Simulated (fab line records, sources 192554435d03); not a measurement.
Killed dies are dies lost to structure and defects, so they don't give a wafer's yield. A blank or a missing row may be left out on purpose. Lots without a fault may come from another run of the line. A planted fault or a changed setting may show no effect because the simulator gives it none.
fab line records | flow n5_finfet | part 2 of 2: steps 20 to 32 of 32
record lots=5 wafers=15 last_day=16
route steps=1938 shown HKMG_FIN@453 GATE_CUT@465
lots that met no fault: from a run of the same line without faults
start_h: hours from the record's first day to the start of the lot's first wafer shown | wait_h: hours since the lot's step before | " the same as in the row above | L1.1+2: a row that stands for several wafers | - no value, or no start given | * or withheld: withheld | < > ~ a bound
route shown NAME@n: a module of which the file shows steps, and the number in the route of the first | usual: mean/standard deviation of fault-free wafers | same: alike in all rows | chamber/n: place in a boat | sites: the reading at each site | _std_site: their standard deviation | _edge_site: outer sites' mean less inner sites' | radius_mm: how far each site lies from the wafer's centre | mask NAME#n: copy n | behind: the tool/chamber that last shaped the wafer | hold: why the lot was held/for how many hours/how that ended | device: the transistor (n, p or np) that didn't switch | end of line: the same wafers' tests at the end of the route | a step without rows: its recipe alone | killed: dies lost to structure and defects at the first sort, not the wafer's yield | map: a wafer's dies, x killed, . not, _ none there
set.NAME: the setting as run; set.NAME@STEP: as run at that earlier step | model.NAME: the simulator's own value behind a step, which no gauge read
lots at some steps of the route; a table a step, a row a wafer
services: from which hour (start_h, from the record's first day; less than 0 if before it) a tool's chamber was out of use, for how many hours, and why
## steps
# step N5_GATE_CUT_SAC_CAP_01
# recipe material=SiNx target_thk_a=240 temp_c=400 ald_precursor_family=SiH2I2 ald_co_reactant=N2/H2-plasma pulse_time_s=1 ald_cycles=480 purge_time_s=2 co_reactant_purge_time_s=2 pressure_torr=2
# usual heater_power_w=802/73 precursor_pulse_height_rel=1.001/0.021 susceptor_temp_C=399.98/0.22
# columns lot.wafer tool chamber start_h wait_h heater_power_w precursor_pulse_height_rel susceptor_temp_C
L077.1 ald_sin-04 1 100.74 0.0 829 0.988 399.81
L077.4 " 0 " " 799 1.033 399.91
L077.5 " 1 101.82 1.1 811 1.003 400.09
L079.2 ald_sin-01 1 112.11 0.0 752 0.992 400.28
L079.3 " 0 " " 824 0.995 400.16
L079.4 " 2 " " 773 1.012 399.72
L087.2 ald_sin-03 1 160.80 0.0 833 0.975 399.71
L087.4 " 2 " " 685 1.005 399.93
L087.5 " 1 161.88 1.1 822 1.031 399.55
L088.2 ald_sin-01 3 167.35 0.5 851 0.985 399.90
L088.3 " 0 " " 830 0.998 400.34
L088.4 " 1 " " 731 1.016 400.35
L092.1 ald_sin-04 3 187.76 0.0 714 0.992 399.93
L092.5 " 0 188.85 1.1 829 1.032 400.19
L092.6 " 3 " " 716 1.000 399.80
# step N5_GATE_CUT_PECVD_57
# recipe material=SiNx target_thk_a=210 temp_c=400 precursor=SiH4/NH3/N2 pressure_torr=1.5 rf_w=300
# usual heater_power_w=736/110 showerhead_plenum_p_Torr=5.16/0.061 susceptor_temp_C=400.01/0.23 throttle_valve_pct=40.0/2.1
# columns lot.wafer tool chamber start_h wait_h heater_power_w showerhead_plenum_p_Torr susceptor_temp_C throttle_valve_pct
L077.1 pecvd-02 2 102.93 1.1 656 5.23 399.75 39.1
L077.4 " 1 " " 659 5.15 400.09 41.6
L077.5 " 0 " " 670 5.05 400.14 41.8
L079.2 pecvd-03 1 114.31 1.1 899 5.16 400.00 41.1
L079.3 " 2 " " 643 5.27 399.86 37.3
L079.4 " 2 " " 639 5.25 399.85 36.9
L087.2 pecvd-02 0 162.99 1.1 647 5.04 399.28 42.2
L087.4 " 0 " " 668 5.06 399.71 42.0
L087.5 " 2 " " 761 5.23 399.93 39.2
L088.2 pecvd-03 1 169.54 1.1 812 5.16 400.14 40.9
L088.3 " 0 " " 717 5.13 400.35 41.6
L088.4 " 2 " " 671 5.25 399.79 37.3
L092.1 pecvd-01 1 189.95 1.1 621 5.14 399.71 41.6
L092.5 " 2 " " 797 5.16 400.04 36.8
L092.6 " 0 " " 1030 5.15 399.98 36.3
# step N5_GATE_CUT_CMP_02
# recipe stop_on=SiO2 t_overpolish_s=12.7 post_cmp_clean=alkaline_brush down_force_psi=2.5 platen_rpm=51.8 pad_velocity_m_s=1.0307 target_thk_nm=0
# usual motor_current_A=9.9/1 overpolish_run_s=12.700/0.0094 time_to_endpoint_s=26.7/2.8
# columns lot.wafer tool chamber start_h wait_h motor_current_A overpolish_run_s time_to_endpoint_s
L077.4 cmp-04 0 103.04 0.1 10.3 12.708 28.4
L077.1 " 2 " " 10.0 12.699 27.8
L077.5 " 3 " " 10.8 12.710 25.7
L079.2 cmp-01 2 114.38 0.1 10.1 12.705 23.5
L079.4 " 3 " " 10.2 12.700 25.1
L079.3 " 1 " " 11.3 12.696 21.5
L087.2 cmp-04 3 163.07 0.1 11.2 12.712 25.3
L087.4 " 0 " " 10.6 12.692 31.3
L087.5 " 3 " " 11.2 12.687 26.5
L088.3 cmp-04 3 169.61 0.1 11.6 12.715 26.1
L088.4 " 0 " " 10.6 12.712 32.6
L088.2 " 2 " " 9.6 12.717 29.7
L092.1 cmp-02 3 190.14 0.2 8.1 12.696 24.2
L092.5 " 0 " " 7.9 12.696 26.7
L092.6 " 1 " " 10.4 12.710 20.2
# step N5_GATE_CUT_HM_DEP_46
# recipe material=SiO2 target_thk_a=1300 temp_c=400 precursor=TEOS/O2 pressure_torr=6.5 rf_w=900 teos_flow_sccm=161.4 gas=O2 flow_sccm=2650 time_s=26.6
# usual heater_power_w=533/110 showerhead_plenum_p_Torr=8.35/0.033 susceptor_temp_C=400.04/0.23 throttle_valve_pct=18.6/0.97
# columns lot.wafer tool chamber start_h wait_h heater_power_w showerhead_plenum_p_Torr susceptor_temp_C throttle_valve_pct
L077.1 pecvd-02 1 103.33 0.0 391 8.35 400.27 19.6
L077.4 " 0 " " 387 8.29 400.27 19.5
L077.5 " 2 " " 516 8.39 400.11 18.1
L079.2 pecvd-02 0 114.71 0.0 485 8.31 400.13 19.5
L079.3 " 2 " " 467 8.40 400.52 18.1
L079.4 " 1 " " 481 8.33 400.03 19.3
L087.2 pecvd-01 0 163.40 0.0 833 8.35 400.02 16.9
L087.4 " 2 " " 636 8.34 400.21 17.2
L087.5 " 0 " " 647 8.34 399.80 17.0
L088.2 pecvd-03 1 169.95 0.0 570 8.35 399.61 18.9
L088.3 " 2 " " 512 8.40 400.05 17.3
L088.4 " 1 " " 581 8.35 399.81 18.9
L092.1 pecvd-02 1 190.36 0.0 457 8.35 400.05 19.4
L092.5 " 0 " " 495 8.29 400.30 19.5
L092.6 " 1 " " 463 8.33 400.03 19.5
# step N5_GATE_CUT_COAT_34
# recipe resist=SOC temp_c=250 time_s=60 spin_rpm=1500 resist_thk_nm=60
# columns lot.wafer tool chamber start_h wait_h
L077.1+4+5 litho_track-01 0 103.40 0.0
L079.2+3+4 litho_track-04 0 114.78 0.0
L087.2+4+5 litho_track-01 0 163.47 0.0
L088.2+3+4 litho_track-04 0 170.01 0.0
L092.1+5+6 litho_track-01 0 190.43 0.0
# step N5_GATE_CUT_COAT_35
# recipe resist=SiARC temp_c=220 time_s=60 spin_rpm=1500 resist_thk_nm=10
# columns lot.wafer tool chamber start_h wait_h
L077.1+4+5 litho_track-01 0 - -
L079.2+3+4 litho_track-04 0 - -
L087.2+4+5 litho_track-01 0 - -
L088.2+3+4 litho_track-04 0 - -
L092.1+5+6 litho_track-01 0 - -
# step N5_GATE_CUT_COAT_27
# recipe resist=underlayer temp_c=205 time_s=60 spin_rpm=1500 resist_thk_nm=10
# columns lot.wafer tool chamber start_h wait_h
L077.1+4+5 litho_track-01 0 - -
L079.2+3+4 litho_track-04 0 - -
L087.2+4+5 litho_track-01 0 - -
L088.2+3+4 litho_track-04 0 - -
L092.1+5+6 litho_track-01 0 - -
# step N5_GATE_CUT_COAT_07
# recipe resist=CAR-EUV spin_rpm=1500 resist_thk_nm=30
# columns lot.wafer tool chamber start_h wait_h
L077.1+4+5 litho_track-01 0 - -
L079.2+3+4 litho_track-04 0 - -
L087.2+4+5 litho_track-01 0 - -
L088.2+3+4 litho_track-04 0 - -
L092.1+5+6 litho_track-01 0 - -
# step N5_GATE_CUT_EBR_09
# recipe solvent=PGMEA ebr_width_mm=1.5
# columns lot.wafer tool chamber start_h wait_h
L077.1+4+5 litho_track-01 0 - -
L079.2+3+4 litho_track-04 0 - -
L087.2+4+5 litho_track-01 0 - -
L088.2+3+4 litho_track-04 0 - -
L092.1+5+6 litho_track-01 0 - -
# step N5_GATE_CUT_SOFTBAKE_08
# recipe temp_c=110 time_s=60 resist=CAR-EUV
# columns lot.wafer tool chamber start_h wait_h
L077.1+4+5 litho_track-01 0 - -
L079.2+3+4 litho_track-04 0 - -
L087.2+4+5 litho_track-01 0 - -
L088.2+3+4 litho_track-04 0 - -
L092.1+5+6 litho_track-01 0 - -
# step N5_GATE_CUT_EXPOSE_10
# recipe mask_id=GATE_CUT na=0.33 source_shape=annular sigma_inner=0.35 sigma_outer=0.8 polarization=unpolarized target_cd_nm=20 dose_mj=43.25
# columns lot.wafer tool chamber start_h wait_h mask
L077.1+4+5 euv_scanner-02 0 103.54 - GATE_CUT#0
L079.2+3+4 euv_scanner-01 0 115.05 - GATE_CUT#0
L087.2+4+5 euv_scanner-01 0 163.74 - GATE_CUT#0
L088.2+3+4 euv_scanner-01 0 170.16 - GATE_CUT#0
L092.1+5+6 euv_scanner-01 0 190.69 - GATE_CUT#0
# step N5_GATE_CUT_PEB_11
# recipe peb_temp_c=100 peb_time_s=60 resist=CAR-EUV
# columns lot.wafer tool chamber start_h wait_h
L077.1+4+5 litho_track-05 0 103.60 0.1
L079.2+3+4 litho_track-01 0 115.11 0.1
L087.2+4+5 litho_track-01 0 163.80 0.1
L088.2+3+4 litho_track-04 0 170.22 0.1
L092.1+5+6 litho_track-01 0 190.75 0.1
# step N5_GATE_CUT_DEVELOP_12
# recipe develop_time_s=30 developer=TMAH resist=CAR-EUV rinse_liquid=surfactant_rinse dry=air_spin dev_temp_c=23
# same develop_time_s=30
# columns lot.wafer tool chamber start_h wait_h
L077.1+4+5 litho_track-05 0 - -
L079.2+3+4 litho_track-01 0 - -
L087.2+4+5 litho_track-01 0 - -
L088.2+3+4 litho_track-04 0 - -
L092.1+5+6 litho_track-01 0 - -
## services
# columns tool chamber start_h hours kind
cmp-01 - 78.53 5.9 pm
euv_scanner-01 - 81.20 4.6 pm
wet_bench-06 - 82.61 3.9 repair
rie_metal-02 - 86.51 0.1 repair
pecvd-03 1 88.19 15.6 repair
cmp-03 - 92.18 1.3 repair
rie_diel-05 1 95.99 7.9 repair
cmp-03 - 96.87 0.2 repair
rie_diel-01 3 108.65 45.3 repair
pecvd-01 - 111.13 28.1 pm
cmp-04 - 113.36 4.7 pm
rie_metal-01 - 117.96 0.2 repair
ald_sin-04 - 117.96 2.8 pm
cmp-03 - 121.05 4.0 pm
rie_diel-05 0 121.56 1.7 repair
wet_bench-02 - 124.34 0.6 repair
wet_bench-05 - 139.67 4.4 pm
euv_scanner-01 - 140.71 1.0 pm
rie_metal-03 1 155.58 8.0 repair
cvd_w-02 - 166.20 0.3 repair
wet_bench-01 - 176.16 1.9 pm
cvd_w-02 0 181.52 14.9 repair
cmp-02 - 182.60 0.2 repair
rie_metal-01 1 186.18 2.5 repair
